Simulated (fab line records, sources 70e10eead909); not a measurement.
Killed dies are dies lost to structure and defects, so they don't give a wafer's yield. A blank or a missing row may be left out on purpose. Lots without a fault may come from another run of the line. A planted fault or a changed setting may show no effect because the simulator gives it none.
Problem report in the 8D (eight disciplines) form, filled by code | flow nand_harc | the parts of the form that need people (team, actions taken, sign-off) are left out

1. THE PROBLEM
killed_at_array at NHARC_END_SORT_01 reads a mean of 670 on 3 wafers of 3 lots; wafers without a fault read 64 with a standard deviation of 16. That is +38 standard deviations from the usual mean.
First seen on wafer L747.1, day 30 15:19, on prober-01. The record holds 21 wafers of 7 lots with a number at this step. Rule for "out", or "out of limits": more than 4 standard deviations from the usual mean. The other wafers with a number count as sound.

2. WHAT IT IS AND WHAT IT IS NOT
question                    | is                           | is not
which readings at this step | killed_at_array, killed_dies | killed_at_other, killed_at_periphery, killed_open, killed_short
which lots                  | L746, L747, L748             | L734, L743, L751, L752
which wafers of those lots  | L746.2, L747.1, L748.5       | L746.4, L746.5, L747.2, L747.3, L748.4, L748.6
read on which gauges        | prober-01, prober-02         | -
when                        | from day 30 15:19            | up to then (6 sound wafers); but 12 sound wafers of L746, L747, L748, L751, L752 came after

3. SUSPECTS, AND WHAT RULES EACH OUT
Counting: a tool at a process step up to the reading stays a suspect if it ran every lot that is out. Sound lots after the first of them don't rule it out here, since some wafers of a struck lot are sound.
- the gauge at NHARC_END_SORT_01: ruled out. The wafers that are out were read on 2 gauges (prober-01, prober-02).
- rie_diel-08 at NHARC_A_SGD_CUT_ETCH_58 (etches the open film in CF4, target depth 39 nm, time 65 s): kept. It ran every lot that is out, first L746 (day 25 16:39); its last sound lot up to then is L743 (day 24 16:56).
- rie_diel-08 at NHARC_A_SGD_CUT_ETCH_16 (etches the open film in C4F8/O2/Ar, target depth 310.5 nm, time 155.2 s): kept. It ran every lot that is out, first L746 (day 25 17:08); its last sound lot up to then is L743 (day 24 17:26). Its own readings are out on those wafers: oes_product_au.
- Within rie_diel-08 at NHARC_A_SGD_CUT_ETCH_16: the wafers that are out ran in chamber 0; their sound lot-mates ran in chambers 1, 2, 3.
Left after counting: rie_diel-08 at NHARC_A_SGD_CUT_ETCH_58, rie_diel-08 at NHARC_A_SGD_CUT_ETCH_16.

4. THE CAUSE (what the simulator had put in)
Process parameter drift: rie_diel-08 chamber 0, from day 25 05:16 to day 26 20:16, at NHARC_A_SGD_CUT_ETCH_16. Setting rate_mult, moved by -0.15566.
Counting left 2 suspects, and this tool is among them.

5. THE CHAIN OF EFFECTS, in route order
Each row: a reading whose mean over the struck wafers that have a number lies more than 3 standard deviations from the usual. Only readings for which the record gives a usual standard deviation are gone through. hours: the time from each lot's start at the first step in this table that gives one to its start at this step, as a median over the lots. sigmas: the change in usual standard deviations.
hours | step                    | reading         | usual      | on struck wafers | change | sigmas
0     | NHARC_A_SGD_CUT_ETCH_16 | oes_product_au  | 0.972 a.u. | 0.883            | -0.089 | -6.4
132   | NHARC_END_SORT_01       | killed_at_array | 64         | 670              | +606   | +38
132   | NHARC_END_SORT_01       | killed_dies     | 69         | 677              | +608   | +36
The process steps in it:
- NHARC_A_SGD_CUT_ETCH_16: etches the open film in C4F8/O2/Ar, target depth 310.5 nm, time 155.2 s.

6. WHAT WOULD HAVE CAUGHT IT SOONER
In this record the first reading out of limits at a measuring or inspecting step was taken at day 30 15:19, 130 hours after the fault began at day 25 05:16.
The tool's own readings at NHARC_A_SGD_CUT_ETCH_16 were out on every struck wafer that the step has a row for (oes_product_au): an alarm limit on them would have fired on the first of those.
All the lots that are out (3) had begun NHARC_A_SGD_CUT_ETCH_16 on rie_diel-08 by day 30 15:19. A hold on the tool at that time would have spared none of them.
